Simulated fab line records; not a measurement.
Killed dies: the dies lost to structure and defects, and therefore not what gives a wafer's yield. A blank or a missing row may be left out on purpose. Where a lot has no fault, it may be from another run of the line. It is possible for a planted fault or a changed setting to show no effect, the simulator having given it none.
fab line records	flow n5Finfet	part 2 of 2: steps 5 to 6 of 6
[record] lots = 23	wafers = 69	lastDay = 20
route steps=1938 shown FIN_SAQP@126 FIN_CUT@163
lots that met no fault: taken from a fault-free run of the same line
startH: hours from the record's first day to the start of the lot's first wafer shown	waitH: hours since the lot's step before	" same as the row above	L1.1+2: several wafers, shown together as one row	- either no value or no given start	* or withheld: withheld	< > ~ a bound
route shown NAME@n: NAME is a module with steps in the file, n the number in the route of the first one	usual: mean/standard deviation taken from wafers without a fault	same: alike in all rows	chamber/n: place in a boat	sites: readings site by site	_std_site: the standard deviation of these	_edge_site: the outer-site mean with the inner-site mean subtracted	radiusMm: for every site, how far away it sits from the centre of the wafer	mask NAME#n: copy n	behind: the most recent tool/chamber to have shaped the wafer	hold: why the lot went on hold/how many hours it stayed there/how the hold came to an end	device: which transistor (n, p or np) failed to switch	end of line: the same wafers' tests at the end of the route	a step given without rows: its recipe and nothing more	killed: at the first sort, the dies lost to defects and structure; wafer yield is something else	map: shows each die of a wafer: x if killed, . if not, _ if none is there
set.NAME: the setting that was run; set.NAME@STEP: the one run at that earlier step	model.NAME: the simulator's own value behind a step, which no gauge read
steps of the route over a sample of lots; a table a step, a row a wafer
services: when a tool's chamber went out of use (startH, in hours from the record's first day, below 0 if earlier), for how many hours, and the reason
[[steps]]
[step N5_FIN_CUT_CUT_ETCH_26]
[recipe] chemistry = CH3F/O2	target = SiNx	targetDepthA = 390	maskMaterial = SOC	timeS = 55.7	pressureMtorr = 30	sourceW = 395	biasW = 73	Ar_flow_sccm = 150	CH3F_flow_sccm = 30	O2_flow_sccm = 20	ionEnergyEv = 120
[usual] drypumpMotorCurrentA = 5.5/0.49	oes_o_777_au = 0.82/0.087	oesProductAu = 0.81/0.086	rfVppV = 295/5.1	showerheadPlenumPTorr = 2.01/0.063	throttleValvePct = 16.44/0.21
lot.wafer	tool	chamber	startH	waitH	drypumpMotorCurrentA	oes_o_777_au	oesProductAu	rfHoursCounterH	rfVppV	showerheadPlenumPTorr	throttleValvePct
L074.2	rieDiel-01	1	27.47	0.0	6.2	0.79	0.77	148	297	2.07	16.19
L074.3	"	0	"	"	6.1	0.71	0.73	208	312	2.07	16.78
L074.4	"	1	"	"	6.2	0.79	0.77	-	299	2.07	16.19
L075.1	rieDiel-05	1	35.18	0.0	5.9	0.98	0.97	10	296	2.14	16.42
L075.4	"	0	"	"	4.7	0.78	0.75	-	295	2.08	16.45
L075.5	"	1	"	"	5.9	0.99	0.97	-	296	2.14	16.43
L076.3	rieDiel-01	0	40.84	0.0	6.1	0.71	0.73	214	312	2.07	16.77
L076.4	"	1	"	"	6.2	0.78	0.75	-	297	2.07	16.20
L076.5	"	0	"	"	6.1	0.70	0.73	-	311	2.07	16.78
L077.3	rieDiel-05	1	48.45	0.0	5.9	0.98	0.96	13	296	2.14	16.42
L077.4	"	0	"	"	4.7	0.78	0.74	153	294	2.08	16.45
L077.5	"	0	"	"	4.7	0.77	0.74	-	296	2.08	16.44
L078.1	rieDiel-04	2	53.20	0.0	5.5	0.82	0.80	96	282	1.94	16.19
L078.3	"	0	"	"	5.8	0.72	0.73	179	300	1.99	16.52
L078.5	"	3	"	"	5.9	0.76	0.75	-	301	2.01	16.77
L079.3	rieDiel-04	0	58.11	0.0	5.8	0.71	0.73	181	299	1.99	16.55
L079.4	"	1	"	"	5.7	0.93	0.93	19	296	1.96	16.25
L079.6	"	1	"	"	5.7	0.92	0.92	-	296	1.96	16.25
L080.2	rieDiel-01	0	65.21	0.0	6.1	0.70	0.73	221	310	2.06	16.80
L080.4	"	1	"	"	6.1	0.78	0.75	161	298	2.06	16.21
L080.6	"	2	"	"	5.1	0.95	0.95	-	297	2.05	16.06
L081.2	rieDiel-05	3	70.97	0.0	5.0	0.94	0.94	8	292	1.97	16.16
L081.3	"	2	"	"	5.5	0.82	0.81	106	292	1.95	16.41
L081.5	"	0	"	"	4.7	0.77	0.74	-	295	2.07	16.46
L082.1	rieDiel-05	2	76.09	0.0	5.5	0.82	0.80	108	293	1.95	16.42
L082.4	"	0	"	"	4.7	0.77	0.74	161	295	2.07	16.46
L082.6	"	1	"	"	5.9	0.96	0.94	-	298	2.13	16.44
L083.1	rieDiel-05	3	82.59	0.0	5.0	0.93	0.93	12	293	1.97	16.16
L083.2	"	0	"	"	4.7	0.77	0.74	163	295	2.07	16.47
L083.6	"	3	"	"	5.0	0.93	0.94	-	292	1.97	16.17
L084.2	rieDiel-05	0	88.51	0.0	4.7	0.77	0.74	164	296	2.07	16.49
L084.4	"	3	"	"	5.0	0.92	0.93	-	293	1.97	16.17
L084.5	"	2	"	"	5.5	0.82	0.80	-	293	1.95	16.43
L085.1	rieDiel-04	1	98.46	0.0	5.7	0.90	0.90	30	295	1.96	16.29
L085.3	"	2	"	"	5.5	0.81	0.79	109	284	1.94	16.22
L085.6	"	0	"	"	5.8	0.71	0.73	-	300	1.98	16.56
L086.2	rieDiel-05	0	100.52	0.0	4.7	0.77	0.73	168	295	2.07	16.48
L086.3	"	3	"	"	5.0	0.92	0.91	17	290	1.96	16.18
L086.4	"	1	"	"	5.9	0.95	0.93	24	297	2.13	16.46
L088.3	rieDiel-04	3	113.89	0.0	5.9	0.75	0.73	202	300	2.00	16.80
L088.5	"	0	"	"	5.8	0.71	0.71	-	300	1.98	16.58
L088.6	"	3	"	"	5.9	0.74	0.73	-	300	2.00	16.80
L089.1	rieDiel-04	3	118.12	0.0	5.9	0.75	0.73	204	301	2.00	16.78
L089.3	"	1	"	"	5.8	0.90	0.90	38	295	1.95	16.29
L089.4	"	3	"	"	5.9	0.74	0.73	-	300	2.00	16.78
L090.1	rieDiel-05	2	124.05	0.0	5.5	0.81	0.79	124	293	1.94	16.44
L090.2	"	1	"	"	5.9	0.93	0.92	35	298	2.13	16.46
L090.6	"	3	"	"	4.9	0.90	0.89	-	294	1.96	16.19
L091.3	rieDiel-04	0	131.07	0.0	5.8	0.70	0.71	204	299	1.98	16.58
L091.4	"	3	"	"	5.8	0.74	0.72	207	300	2.00	16.81
L091.5	"	3	"	"	5.8	0.74	0.72	-	301	2.00	16.79
L092.1	rieDiel-05	3	137.02	0.0	5.0	0.89	0.90	28	291	1.96	16.20
L092.3	"	2	"	"	5.5	0.81	0.79	127	291	1.94	16.46
L092.6	"	0	"	"	4.7	0.75	0.72	-	295	2.07	16.51
L093.3	rieDiel-04	2	141.80	0.0	5.5	0.80	0.78	120	286	1.93	16.22
L093.5	"	3	"	"	5.8	0.74	0.72	-	301	2.00	16.79
L093.6	"	2	"	"	5.4	0.79	0.78	-	285	1.93	16.23
L094.2	rieDiel-01	1	147.79	0.0	6.2	0.75	0.72	192	298	2.05	16.28
L094.3	"	2	"	"	5.1	0.88	0.87	39	299	2.03	16.10
L094.6	"	2	"	"	5.1	0.86	0.86	-	296	2.03	16.12
L095.1	rieDiel-04	2	153.06	0.0	5.5	0.79	0.78	123	285	1.93	16.26
L095.2	"	0	"	"	5.8	0.69	0.71	210	300	1.98	16.60
L095.3	"	3	"	"	5.8	0.73	0.72	214	299	2.00	16.82
L096.1	rieDiel-05	2	159.73	0.0	5.5	0.79	0.78	134	292	1.94	16.47
L096.2	"	0	"	"	4.7	0.75	0.72	187	296	2.06	16.53
L096.4	"	3	"	"	5.0	0.87	0.87	35	291	1.96	16.21
L097.3	rieDiel-05	1	165.52	0.0	5.9	0.92	0.89	46	295	2.12	16.49
L097.5	"	2	"	"	5.5	0.79	0.78	-	293	1.94	16.49
L097.6	"	1	"	"	5.8	0.91	0.88	-	297	2.12	16.51
[step N5_FIN_CUT_STRIP_22]
[recipe] chemistry = N2/H2	powerW = 500	tempC = 40	pressureMtorr = 50	rfFrequencyHz = 6e+07	overashFraction = 0.3	biasPowerW = 8	h2Frac = 0.5	n2FlowSccm = 300	h2FlowSccm = 300
[usual] drypumpMotorCurrentA = 5.8/0.43	oesProductAu = 0.80/0.094	rfVppV = 53.9/2.1	showerheadPlenumPTorr = 3.38/0.099	throttleValvePct = 19.0/0.35
lot.wafer	tool	chamber	startH	waitH	drypumpMotorCurrentA	oesProductAu	rfHoursCounterH	rfVppV	showerheadPlenumPTorr	throttleValvePct
L074.2	rieDiel-05	0	27.79	0.0	4.7	0.74	148	52.3	3.52	18.8
L074.3	"	1	"	"	6.0	0.99	8	53.2	3.58	19.5
L074.4	"	0	"	"	4.8	0.74	-	59.3	3.52	18.8
L075.1	rieDiel-04	2	35.73	0.0	5.5	0.82	92	53.7	3.25	18.3
L075.4	"	3	"	"	5.9	0.73	179	49.8	3.35	19.2
L075.5	"	2	"	"	5.5	0.81	-	57.3	3.24	18.3
L076.3	rieDiel-01	1	41.16	0.0	6.1	0.76	154	57.1	3.49	19.0
L076.4	"	3	"	"	6.4	0.70	-	53.4	3.29	19.0
L076.5	"	1	"	"	6.2	0.75	-	57.0	3.49	19.0
L077.3	rieDiel-01	2	48.85	0.1	5.1	0.96	2	52.7	3.45	18.7
L077.4	"	0	"	"	6.2	0.72	216	53.2	3.48	19.5
L077.5	"	2	"	"	5.1	0.96	-	52.8	3.45	18.7
L078.1	rieDiel-05	0	53.64	0.0	4.7	0.73	154	55.0	3.52	18.9
L078.3	"	3	"	"	4.9	0.96	4	52.7	3.29	19.0
L078.5	"	0	"	"	4.8	0.75	-	55.2	3.52	18.9
L079.3	rieDiel-04	2	58.42	0.0	5.5	0.80	98	54.0	3.24	18.3
L079.4	"	3	"	"	5.9	0.73	185	52.5	3.35	19.1
L079.6	"	3	"	"	5.8	0.74	-	50.7	3.35	19.1
L080.2	rieDiel-01	0	65.56	0.1	6.2	0.71	221	54.8	3.48	19.5
L080.4	"	2	"	"	5.1	0.94	7	54.7	3.45	18.7
L080.6	"	3	"	"	6.4	0.68	-	51.3	3.29	19.0
L081.2	rieDiel-04	3	71.33	0.1	5.8	0.73	189	51.2	3.35	19.1
L081.3	"	1	"	"	5.8	0.92	23	52.7	3.29	19.0
L081.5	"	0	"	"	5.8	0.73	-	51.4	3.35	19.3
L082.1	rieDiel-04	3	76.50	0.0	5.9	0.73	190	58.9	3.35	19.1
L082.4	"	1	"	"	5.7	0.92	25	56.0	3.29	19.0
L082.6	"	0	"	"	5.8	0.73	-	52.7	3.35	19.3
L083.1	rieDiel-04	2	82.90	0.0	5.5	0.79	105	52.4	3.24	18.4
L083.2	"	1	"	"	5.7	0.92	26	51.3	3.29	19.0
L083.6	"	0	"	"	5.8	0.73	-	56.5	3.35	19.3
L084.2	rieDiel-01	2	89.01	0.2	5.2	0.91	15	56.1	3.45	18.7
L084.4	"	2	"	"	5.1	0.92	-	56.8	3.45	18.7
L084.5	"	1	"	"	6.2	0.74	-	52.0	3.48	19.0
L085.1	rieDiel-01	3	99.09	0.0	6.4	0.97	1	53.6	3.29	18.5
L085.3	"	2	"	"	5.2	0.89	18	55.5	3.44	18.7
L085.6	"	1	"	"	6.2	0.73	-	53.8	3.48	19.0
L086.2	rieDiel-01	0	100.90	0.0	6.2	0.72	232	57.8	3.47	19.5
L086.3	"	2	"	"	5.1	0.87	19	49.8	3.44	18.8
L086.4	"	3	"	"	6.3	1.01	1	53.8	3.29	18.5
L088.3	rieDiel-04	1	114.20	0.0	5.8	0.90	36	53.4	3.29	19.0
L088.5	"	3	"	"	5.9	0.72	-	54.5	3.34	19.2
L088.6	"	0	"	"	5.8	0.71	-	51.2	3.35	19.3
L089.1	rieDiel-01	1	118.44	0.0	6.2	0.75	179	52.0	3.47	19.1
L089.3	"	2	"	"	5.1	0.90	26	54.9	3.44	18.8
L089.4	"	3	"	"	6.4	0.95	-	51.0	3.29	18.5
L090.1	rieDiel-01	3	124.43	0.0	6.3	0.94	11	54.8	3.28	18.6
L090.2	"	2	"	"	5.2	0.86	29	53.4	3.44	18.8
L090.6	"	2	"	"	5.1	0.89	-	51.5	3.44	18.8
L091.3	rieDiel-05	0	131.57	0.0	4.7	0.74	179	51.1	3.51	18.9
L091.4	"	3	"	"	5.0	0.88	27	56.1	3.28	19.0
L091.5	"	2	"	"	5.6	0.78	-	55.4	3.22	18.4
L092.1	rieDiel-04	0	137.34	0.0	5.9	0.73	205	54.5	3.34	19.4
L092.3	"	2	"	"	5.5	0.78	118	53.2	3.23	18.4
L092.6	"	2	"	"	5.5	0.79	-	55.1	3.23	18.4
L093.3	rieDiel-04	1	142.11	0.0	5.7	0.87	46	57.3	3.28	19.0
L093.5	"	2	"	"	5.4	0.79	-	51.6	3.23	18.4
L093.6	"	1	"	"	5.8	0.89	-	51.5	3.28	19.0
L094.2	rieDiel-04	1	148.10	0.0	5.8	0.89	47	52.8	3.28	19.0
L094.3	"	2	"	"	5.5	0.76	121	54.8	3.23	18.3
L094.6	"	1	"	"	5.7	0.88	-	56.6	3.28	19.1
L095.1	rieDiel-01	1	153.41	0.1	6.1	0.74	194	54.8	3.46	19.1
L095.2	"	2	"	"	5.1	0.85	41	51.3	3.43	18.8
L095.3	"	3	"	"	6.4	0.92	23	53.5	3.28	18.6
L096.1	rieDiel-01	0	160.04	0.0	6.1	0.71	239	55.9	3.47	19.5
L096.2	"	1	"	"	6.1	0.71	196	56.0	3.46	19.1
L096.4	"	2	"	"	5.1	0.88	42	52.7	3.43	18.8
L097.3	rieDiel-01	0	165.84	0.0	6.1	0.70	241	54.2	3.47	19.6
L097.5	"	1	"	"	6.2	0.72	-	58.9	3.46	19.1
L097.6	"	0	"	"	6.1	0.71	-	52.9	3.47	19.6
[[services]]
tool	chamber	startH	hours	kind
rieDiel-06	0	4.62	3.9	repair
rieDiel-05	3	5.89	-	clean
rieDiel-05	3	5.89	-	consumableReplace:focusRing
rieDiel-05	3	5.89	30.8	scheduledDown
rieDiel-05	3	5.89	30.8	ventCycle
rieDiel-01	2	24.06	-	clean
rieDiel-01	2	24.06	-	consumableReplace:focusRing
rieDiel-01	2	24.06	17.7	scheduledDown
rieDiel-01	2	24.06	17.7	ventCycle
rieDiel-05	-	25.24	0.2	repair
rieDiel-02	3	46.09	4.0	repair
rieDiel-02	-	56.46	2.8	pm
rieDiel-01	3	75.10	-	clean
rieDiel-01	3	75.10	-	consumableReplace:focusRing
rieDiel-01	3	75.10	18.7	scheduledDown
rieDiel-01	0	75.56	1.7	repair
rieDiel-03	2	77.09	4.3	repair
rieDiel-06	-	79.36	2.8	pm
rieDiel-05	1	80.42	9.3	repair
rieDiel-04	2	105.37	13.3	repair
rieDiel-01	0	117.38	36.7	repair
rieDiel-06	0	119.41	1.3	repair
rieDiel-03	2	127.70	2.8	repair
rieDiel-01	3	160.50	4.9	repair
